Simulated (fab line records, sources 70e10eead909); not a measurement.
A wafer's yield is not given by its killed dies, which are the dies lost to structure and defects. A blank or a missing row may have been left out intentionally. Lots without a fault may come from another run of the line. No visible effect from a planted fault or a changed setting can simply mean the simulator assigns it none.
Problem report, 8D (eight disciplines) form, completed by code -- flow nand-harc -- the parts of the form that need people (team, actions taken, sign-off) are left out

1. THE ISSUE
At NHARC_A_CONTACT_CD_MEAS_08, cd-nm averages 189.4 nm over 6 wafers from 2 lots, while fault-free wafers read 199.9 nm, standard deviation 0.64. That puts it -16 standard deviations away from the usual mean.
The step: target cd 200 nm.
First observed at day 29 04:15: wafer L560.1, on cd-sem-02. Wafers with a number at this step in the record: 30, from 10 lots. By rule, "out" or "out of limits" means more than 4 standard deviations away from the usual mean. All remaining wafers that have a number are taken as sound.

2. WHAT IT IS, AND WHAT IT ISN'T
question,is,is not
which readings at this step,cd-nm,-
which lots,"L560, L562","L544, L545, L549, L550, L554, L564, L565, L567"
which wafers of those lots,all that have a number,-
read on which gauges,"cd-sem-02, cd-sem-03",cd-sem-01
when,from day 29 04:15,"up to then (15 sound wafers); but 9 sound wafers of L564, L565, L567 came after"

3. WHAT RULES OUT EACH SUSPECT
Counting: a tool stays on the suspect list if, at a process step up to the reading, it processed all lots that are out and no sound lot following the first of them.
- the gauge at NHARC_A_CONTACT_CD_MEAS_08 has been ruled out. Those wafers that are out were read across 2 gauges (cd-sem-02, cd-sem-03).
- rie-diel-01 at NHARC_A_CONTACT_STRIP_82 (strips in O2): kept. Every lot that is out went through it, starting with L560 (day 29 04:07), and after that it ran no sound lot; the last sound lot it ran before then is L550 (day 23 19:36). With no start given for some of its lots, NHARC_A_CONTACT_STRIP_82 uses the hours and lot order of NHARC_A_CONTACT_EXPOSE_05.
- arfi-scanner-02 at NHARC_A_CONTACT_EXPOSE_05 (exposes mask A CC): kept. It ran every lot that is out, first L560 (day 29 04:07), and no sound lot after that. On those wafers its own readings are out: exposure-dose-mJ-cm2.
Left after counting: rie-diel-01 at NHARC_A_CONTACT_STRIP_82, arfi-scanner-02 at NHARC_A_CONTACT_EXPOSE_05.

4. THE CAUSE (what the simulator had put in)
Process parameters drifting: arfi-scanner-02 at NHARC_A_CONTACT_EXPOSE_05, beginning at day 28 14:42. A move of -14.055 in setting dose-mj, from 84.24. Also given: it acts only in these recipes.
Counting leaves 2 suspects; this tool is one of them.

5. THE CHAIN OF EFFECTS, in route order
Each row: a reading whose mean over the struck wafers that have a number lies more than 3 standard deviations from the usual. Scope: only readings with a usual standard deviation given in the record; hours: median across lots of the time from each lot's start at the first step in this table that gives one to its start at this step; sigmas: change in usual standard deviations.
hours,step,reading,usual,on struck wafers,change,sigmas
0,NHARC_A_CONTACT_EXPOSE_05,exposure-dose-mJ-cm2,84.7,71.6,-13.1,-19
0,NHARC_A_CONTACT_CD_MEAS_08,cd-nm,199.9 nm,189.4,-10.5,-16
Its process steps:
- NHARC_A_CONTACT_EXPOSE_05: exposes mask A CC.
At these later measuring or inspecting steps, every struck wafer for which the step has a row has a number for every such reading, and none has moved that far: NHARC_END_SORT_01.

6. WHAT WOULD HAVE CAUGHT IT SOONER
In this record the first reading out of limits at a measuring or inspecting step was taken at day 29 04:15, 14 hours after the fault began at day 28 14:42.
At NHARC_A_CONTACT_EXPOSE_05, the tool's own readings (exposure-dose-mJ-cm2) were out on each struck wafer the step has a row for, so an alarm limit on them would have fired on the first such wafer.
Of the lots that are out (2), L562 began NHARC_A_CONTACT_EXPOSE_05 on arfi-scanner-02 after day 29 04:15. Holding the tool at that time would have saved it.
